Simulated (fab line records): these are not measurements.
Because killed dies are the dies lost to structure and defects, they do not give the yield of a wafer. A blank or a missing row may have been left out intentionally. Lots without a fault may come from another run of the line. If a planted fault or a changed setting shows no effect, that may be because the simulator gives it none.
What tool caused it? :: flow n5-finfet :: 12 lots with 31 wafers sampled at 5 steps, on a route of 1938 steps

== WHAT EACH GAUGE READ, for each wafer ==
N5_BEOL_M4_RC_MEAS_101.
lot: L644
measured: day 8 04:13
on: prober-01
DIBL_N (mV/V): 32.7 35.3
DIBL_P (mV/V): 32.0 35.6
IOFF_N (nA/um): 0.112 0.149
IOFF_P (nA/um): 0.15 0.19
ION_N (uA/um): 668 671
ION_P (uA/um): 454 462
SS_N (mV/dec): 70.4 71.5
SS_P (mV/dec): 72.0 72.9
VT_N (mV): 253 249
VT_P (mV): -257 -253

lot: L645
measured: day 9 01:31
on: prober-01
DIBL_N (mV/V): 37.0 38.2 39.1
DIBL_P (mV/V): 35.5 37.4 37.2
IOFF_N (nA/um): 0.146 0.175 0.185
IOFF_P (nA/um): 0.23 0.26 0.27
ION_N (uA/um): 678 678 683
ION_P (uA/um): 464 474 467
SS_N (mV/dec): 71.7 71.3 72.3
SS_P (mV/dec): 72.9 73.4 73.3
VT_N (mV): 249 247 247
VT_P (mV): -247 -245 -243

lot: L646
measured: day 9 08:10
on: prober-01
DIBL_N (mV/V): 33.3 34.5 34.5
DIBL_P (mV/V): 33.7 34.8 33.9
IOFF_N (nA/um): 0.114 0.136 0.139
IOFF_P (nA/um): 0.15 0.17 0.16
ION_N (uA/um): 660 679 669
ION_P (uA/um): 456 470 457
SS_N (mV/dec): 70.6 70.5 71.2
SS_P (mV/dec): 72.6 72.8 73.1
VT_N (mV): 256 255 252
VT_P (mV): -255 -252 -254

lot: L648
measured: day 9 12:29
on: prober-01
DIBL_N (mV/V): 37.1 37.2 36.6
DIBL_P (mV/V): 36.7 35.5 35.7
IOFF_N (nA/um): 0.159 0.166 0.150
IOFF_P (nA/um): 0.21 0.20 0.19
ION_N (uA/um): 679 671 683
ION_P (uA/um): 467 459 461
SS_N (mV/dec): 72.0 72.2 71.2
SS_P (mV/dec): 73.0 72.8 72.2
VT_N (mV): 250 247 249
VT_P (mV): -252 -250 -250

lot: L649
measured: day 9 17:41
on: prober-01
DIBL_N (mV/V): 37.7 35.0
DIBL_P (mV/V): 40.4 36.8
IOFF_N (nA/um): 0.219 0.160
IOFF_P (nA/um): 0.27 0.20
ION_N (uA/um): 702 675
ION_P (uA/um): 478 459
SS_N (mV/dec): 71.6 71.2
SS_P (mV/dec): 74.7 72.7
VT_N (mV): 243 250
VT_P (mV): -248 -252

lot: L650
measured: day 10 06:52
on: prober-01
DIBL_N (mV/V): 34.8 36.5 34.3
DIBL_P (mV/V): 33.0 35.5 33.7
IOFF_N (nA/um): 0.131 0.164 0.126
IOFF_P (nA/um): 0.20 0.24 0.21
ION_N (uA/um): 651 671 648
ION_P (uA/um): 456 465 454
SS_N (mV/dec): 71.4 71.7 70.7
SS_P (mV/dec): 72.0 73.1 73.1
VT_N (mV): 253 249 254
VT_P (mV): -250 -245 -246

lot: L651
measured: day 10 15:08
on: prober-01
DIBL_N (mV/V): 37.8 38.0 37.6
DIBL_P (mV/V): 38.9 39.1 38.2
IOFF_N (nA/um): 0.187 0.190 0.177
IOFF_P (nA/um): 0.29 0.29 0.27
ION_N (uA/um): 684 688 673
ION_P (uA/um): 478 479 469
SS_N (mV/dec): 71.4 72.1 71.1
SS_P (mV/dec): 73.6 73.4 73.6
VT_N (mV): 246 248 248
VT_P (mV): -243 -243 -244

lot: L661
measured: day 12 16:40
on: prober-02
DIBL_N (mV/V): 35.7 38.5 37.5
DIBL_P (mV/V): 34.2 38.1 35.7
IOFF_N (nA/um): 0.147 0.206 0.178
IOFF_P (nA/um): 0.22 0.27 0.23
ION_N (uA/um): 666 692 697
ION_P (uA/um): 458 471 476
SS_N (mV/dec): 71.0 72.0 71.6
SS_P (mV/dec): 72.6 74.1 73.1
VT_N (mV): 250 245 249
VT_P (mV): -248 -246 -250

lot: L662
measured: day 13 12:14
on: prober-01
DIBL_N (mV/V): 33.4 32.2
DIBL_P (mV/V): 31.5 30.3
IOFF_N (nA/um): 0.118 0.107
IOFF_P (nA/um): 0.16 0.15
ION_N (uA/um): 669 668
ION_P (uA/um): 455 461
SS_N (mV/dec): 71.0 69.9
SS_P (mV/dec): 72.4 72.7
VT_N (mV): 252 255
VT_P (mV): -255 -254

lot: L663
measured: day 13 12:34
on: prober-02
DIBL_N (mV/V): 34.3 34.5
DIBL_P (mV/V): 34.8 34.4
IOFF_N (nA/um): 0.135 0.128
IOFF_P (nA/um): 0.20 0.18
ION_N (uA/um): 665 665
ION_P (uA/um): 463 462
SS_N (mV/dec): 71.1 70.9
SS_P (mV/dec): 73.0 73.1
VT_N (mV): 251 253
VT_P (mV): -249 -252

lot: L664
measured: day 13 18:03
on: prober-01
DIBL_N (mV/V): 36.7 35.5
DIBL_P (mV/V): 35.4 34.4
IOFF_N (nA/um): 0.172 0.151
IOFF_P (nA/um): 0.21 0.20
ION_N (uA/um): 682 684
ION_P (uA/um): 463 465
SS_N (mV/dec): 71.5 71.0
SS_P (mV/dec): 73.3 73.7
VT_N (mV): 247 246
VT_P (mV): -250 -248

lot: L665
measured: day 13 21:29
on: prober-02
DIBL_N (mV/V): 36.5 35.6 36.0
DIBL_P (mV/V): 36.4 35.2 35.8
IOFF_N (nA/um): 0.155 0.144 0.139
IOFF_P (nA/um): 0.19 0.16 0.17
ION_N (uA/um): 671 678 670
ION_P (uA/um): 453 456 452
SS_N (mV/dec): 72.0 71.4 71.6
SS_P (mV/dec): 73.5 73.4 73.5
VT_N (mV): 250 251 249
VT_P (mV): -254 -257 -253

== EACH LOT AND THE TOOL THAT RAN IT (in order: tool; ch and the chambers of the sampled wafers; start) ==
lot: L644
N5_BEOL_M2_ANNEAL_82: pvd-sputter-01, day 7 06:58
N5_BEOL_M2_ANNEAL_87: pvd-sputter-01, day 7 07:11
N5_BEOL_M2_SPUTTER_88: pvd-sputter-01, day 7 07:20
N5_BEOL_M2_SPUTTER_92: pvd-sputter-01, day 7 07:46

lot: L645
N5_BEOL_M2_ANNEAL_82: pvd-sputter-03, day 7 13:01
N5_BEOL_M2_ANNEAL_87: pvd-sputter-03, day 7 13:14
N5_BEOL_M2_SPUTTER_88: pvd-sputter-03, day 7 13:23
N5_BEOL_M2_SPUTTER_92: pvd-sputter-03, day 7 13:49

lot: L646
N5_BEOL_M2_ANNEAL_82: pvd-sputter-03, day 7 20:33
N5_BEOL_M2_ANNEAL_87: pvd-sputter-03, day 7 20:46
N5_BEOL_M2_SPUTTER_88: pvd-sputter-03, day 7 20:55
N5_BEOL_M2_SPUTTER_92: pvd-sputter-03, day 7 21:21

lot: L648
N5_BEOL_M2_ANNEAL_82: pvd-sputter-02, day 8 15:58
N5_BEOL_M2_ANNEAL_87: pvd-sputter-02, day 8 16:11
N5_BEOL_M2_SPUTTER_88: pvd-sputter-02, day 8 16:19
N5_BEOL_M2_SPUTTER_92: pvd-sputter-02, day 8 16:46

lot: L649
N5_BEOL_M2_ANNEAL_82: pvd-sputter-02, day 8 21:34
N5_BEOL_M2_ANNEAL_87: pvd-sputter-02, day 8 21:47
N5_BEOL_M2_SPUTTER_88: pvd-sputter-02, day 8 21:56
N5_BEOL_M2_SPUTTER_92: pvd-sputter-02, day 8 22:22

lot: L650
N5_BEOL_M2_ANNEAL_82: pvd-sputter-03, day 9 05:01
N5_BEOL_M2_ANNEAL_87: pvd-sputter-03, day 9 05:14
N5_BEOL_M2_SPUTTER_88: pvd-sputter-03, day 9 05:23
N5_BEOL_M2_SPUTTER_92: pvd-sputter-03, day 9 05:49

lot: L651
N5_BEOL_M2_ANNEAL_82: pvd-sputter-01, day 9 10:22
N5_BEOL_M2_ANNEAL_87: pvd-sputter-01, day 9 10:35
N5_BEOL_M2_SPUTTER_88: pvd-sputter-01, day 9 10:43
N5_BEOL_M2_SPUTTER_92: pvd-sputter-01, day 9 11:10

lot: L661
N5_BEOL_M2_ANNEAL_82: pvd-sputter-03, day 11 17:13
N5_BEOL_M2_ANNEAL_87: pvd-sputter-03, day 11 17:26
N5_BEOL_M2_SPUTTER_88: pvd-sputter-03, day 11 17:34
N5_BEOL_M2_SPUTTER_92: pvd-sputter-03, day 11 18:01

lot: L662
N5_BEOL_M2_ANNEAL_82: pvd-sputter-02, day 12 06:47
N5_BEOL_M2_ANNEAL_87: pvd-sputter-02, day 12 07:01
N5_BEOL_M2_SPUTTER_88: pvd-sputter-02, day 12 07:09
N5_BEOL_M2_SPUTTER_92: pvd-sputter-02, day 12 07:35

lot: L663
N5_BEOL_M2_ANNEAL_82: pvd-sputter-03, day 12 09:39
N5_BEOL_M2_ANNEAL_87: pvd-sputter-03, day 12 09:52
N5_BEOL_M2_SPUTTER_88: pvd-sputter-03, day 12 10:01
N5_BEOL_M2_SPUTTER_92: pvd-sputter-03, day 12 10:27

lot: L664
N5_BEOL_M2_ANNEAL_82: pvd-sputter-01, day 12 13:30
N5_BEOL_M2_ANNEAL_87: pvd-sputter-01, day 12 13:43
N5_BEOL_M2_SPUTTER_88: pvd-sputter-01, day 12 13:52
N5_BEOL_M2_SPUTTER_92: pvd-sputter-01, day 12 14:18

lot: L665
N5_BEOL_M2_ANNEAL_82: pvd-sputter-01, day 12 15:20
N5_BEOL_M2_ANNEAL_87: pvd-sputter-01, day 12 15:34
N5_BEOL_M2_SPUTTER_88: pvd-sputter-01, day 12 15:42
N5_BEOL_M2_SPUTTER_92: pvd-sputter-01, day 12 16:08
- N5_BEOL_M2_ANNEAL_82: time 240 s.
- N5_BEOL_M2_ANNEAL_87: time 240 s.
- N5_BEOL_M2_SPUTTER_88: material Cu, target thk 4.5 nm, time 8.29 s.
- N5_BEOL_M2_SPUTTER_92: material Cu, target thk 4.5 nm, time 8.29 s.

== WHAT THE TOOLS THEMSELVES READ (means of the sampled wafers that have a number; where no wafer has one, the mark that the record gives instead) ==
N5_BEOL_M2_ANNEAL_82.
lot: L644
tool: pvd-sputter-01
heater-power-w (W): 885

lot: L645
tool: pvd-sputter-03
heater-power-w (W): 857

lot: L646
tool: pvd-sputter-03
heater-power-w (W): 896

lot: L648
tool: pvd-sputter-02
heater-power-w (W): 758

lot: L649
tool: pvd-sputter-02
heater-power-w (W): 711

lot: L650
tool: pvd-sputter-03
heater-power-w (W): 838

lot: L651
tool: pvd-sputter-01
heater-power-w (W): 793

lot: L661
tool: pvd-sputter-03
heater-power-w (W): 873

lot: L662
tool: pvd-sputter-02
heater-power-w (W): 776

lot: L663
tool: pvd-sputter-03
heater-power-w (W): 860

lot: L664
tool: pvd-sputter-01
heater-power-w (W): 924

lot: L665
tool: pvd-sputter-01
heater-power-w (W): 783

N5_BEOL_M2_ANNEAL_87.
lot: L644
tool: pvd-sputter-01
heater-power-w (W): 878

lot: L645
tool: pvd-sputter-03
heater-power-w (W): 843

lot: L646
tool: pvd-sputter-03
heater-power-w (W): 881

lot: L648
tool: pvd-sputter-02
heater-power-w (W): 743

lot: L649
tool: pvd-sputter-02
heater-power-w (W): 712

lot: L650
tool: pvd-sputter-03
heater-power-w (W): 843

lot: L651
tool: pvd-sputter-01
heater-power-w (W): 778

lot: L661
tool: pvd-sputter-03
heater-power-w (W): 877

lot: L662
tool: pvd-sputter-02
heater-power-w (W): 766

lot: L663
tool: pvd-sputter-03
heater-power-w (W): 856

lot: L664
tool: pvd-sputter-01
heater-power-w (W): 912

lot: L665
tool: pvd-sputter-01
heater-power-w (W): 784

N5_BEOL_M2_SPUTTER_88.
lot: L644
tool: pvd-sputter-01
chamber-pressure-pa (Pa): 0.07014
chuck-gas-flow-sccm (sccm): 1.29
throttle-valve-pct (%): 30.1

lot: L645
tool: pvd-sputter-03
chamber-pressure-pa (Pa): 0.06985
chuck-gas-flow-sccm (sccm): 1.24
throttle-valve-pct (%): 30.7

lot: L646
tool: pvd-sputter-03
chamber-pressure-pa (Pa): 0.06999
chuck-gas-flow-sccm (sccm): 1.26
throttle-valve-pct (%): 31.1

lot: L648
tool: pvd-sputter-02
chamber-pressure-pa (Pa): 0.07001
chuck-gas-flow-sccm (sccm): 1.30
throttle-valve-pct (%): 29.4

lot: L649
tool: pvd-sputter-02
chamber-pressure-pa (Pa): 0.06997
chuck-gas-flow-sccm (sccm): 1.27
throttle-valve-pct (%): 29.4

lot: L650
tool: pvd-sputter-03
chamber-pressure-pa (Pa): -
chuck-gas-flow-sccm (sccm): -
throttle-valve-pct (%): -

lot: L651
tool: pvd-sputter-01
chamber-pressure-pa (Pa): -
chuck-gas-flow-sccm (sccm): -
throttle-valve-pct (%): -

lot: L661
tool: pvd-sputter-03
chamber-pressure-pa (Pa): 0.07004
chuck-gas-flow-sccm (sccm): 1.20
throttle-valve-pct (%): 30.8

lot: L662
tool: pvd-sputter-02
chamber-pressure-pa (Pa): 0.07002
chuck-gas-flow-sccm (sccm): 1.29
throttle-valve-pct (%): 30.2

lot: L663
tool: pvd-sputter-03
chamber-pressure-pa (Pa): 0.07007
chuck-gas-flow-sccm (sccm): 1.24
throttle-valve-pct (%): 30.2

lot: L664
tool: pvd-sputter-01
chamber-pressure-pa (Pa): 0.07001
chuck-gas-flow-sccm (sccm): 1.24
throttle-valve-pct (%): 30.6

lot: L665
tool: pvd-sputter-01
chamber-pressure-pa (Pa): 0.07003
chuck-gas-flow-sccm (sccm): 1.26
throttle-valve-pct (%): 31.3

N5_BEOL_M2_SPUTTER_92.
lot: L644
tool: pvd-sputter-01
chamber-pressure-pa (Pa): 0.07001
chuck-gas-flow-sccm (sccm): 1.27
throttle-valve-pct (%): 30.0

lot: L645
tool: pvd-sputter-03
chamber-pressure-pa (Pa): 0.06990
chuck-gas-flow-sccm (sccm): 1.27
throttle-valve-pct (%): 30.6

lot: L646
tool: pvd-sputter-03
chamber-pressure-pa (Pa): 0.06999
chuck-gas-flow-sccm (sccm): 1.27
throttle-valve-pct (%): 31.2

lot: L648
tool: pvd-sputter-02
chamber-pressure-pa (Pa): 0.07009
chuck-gas-flow-sccm (sccm): 1.25
throttle-valve-pct (%): 29.4

lot: L649
tool: pvd-sputter-02
chamber-pressure-pa (Pa): 0.07000
chuck-gas-flow-sccm (sccm): 1.25
throttle-valve-pct (%): 29.5

lot: L650
tool: pvd-sputter-03
chamber-pressure-pa (Pa): 0.06993
chuck-gas-flow-sccm (sccm): 1.29
throttle-valve-pct (%): 29.9

lot: L651
tool: pvd-sputter-01
chamber-pressure-pa (Pa): 0.07001
chuck-gas-flow-sccm (sccm): 1.24
throttle-valve-pct (%): 31.3

lot: L661
tool: pvd-sputter-03
chamber-pressure-pa (Pa): 0.06999
chuck-gas-flow-sccm (sccm): 1.29
throttle-valve-pct (%): 30.6

lot: L662
tool: pvd-sputter-02
chamber-pressure-pa (Pa): 0.06997
chuck-gas-flow-sccm (sccm): 1.29
throttle-valve-pct (%): 30.1

lot: L663
tool: pvd-sputter-03
chamber-pressure-pa (Pa): 0.06998
chuck-gas-flow-sccm (sccm): 1.27
throttle-valve-pct (%): 30.2

lot: L664
tool: pvd-sputter-01
chamber-pressure-pa (Pa): 0.07015
chuck-gas-flow-sccm (sccm): 1.23
throttle-valve-pct (%): 30.5

lot: L665
tool: pvd-sputter-01
chamber-pressure-pa (Pa): 0.06999
chuck-gas-flow-sccm (sccm): 1.25
throttle-valve-pct (%): 31.1

== THE ANSWER, worked out from the rows above alone ==
Rule: the lots themselves supply what counts as usual. The widest of any qualifying gaps counts: lots, ordered by their means at a reading, are off when they make up no more than a third of the lots, leave a main group of 4 or more, and stand apart from it by 3 or more times the standard deviation of that group's means. A main group whose means are all the same, to the digits that the tables above print for the reading, isn't used. A lot without any number at a reading at which 4 lots or more have one is off too. Any other lot the step has rows for is counted as sound. First the gauges in route order, then the tools' own readings, where a lot's mean is used as printed above. The first step at which some lot is off is used, and at that step the reading that is off furthest; a lot without a number counts as furthest.
Off: L650, L651, at N5_BEOL_M2_SPUTTER_88 (chamber-pressure-pa). Without a number there: L650, L651. For the main group the mean is 0.07001 Pa and the standard deviation 7e-05.
A tool fits if, at that step or a process step before it, it ran every lot that is off, and no sound lot after the first of them. No candidate that was tried fits.

== WHAT HAD BEEN PUT IN BY THE SIMULATOR ==
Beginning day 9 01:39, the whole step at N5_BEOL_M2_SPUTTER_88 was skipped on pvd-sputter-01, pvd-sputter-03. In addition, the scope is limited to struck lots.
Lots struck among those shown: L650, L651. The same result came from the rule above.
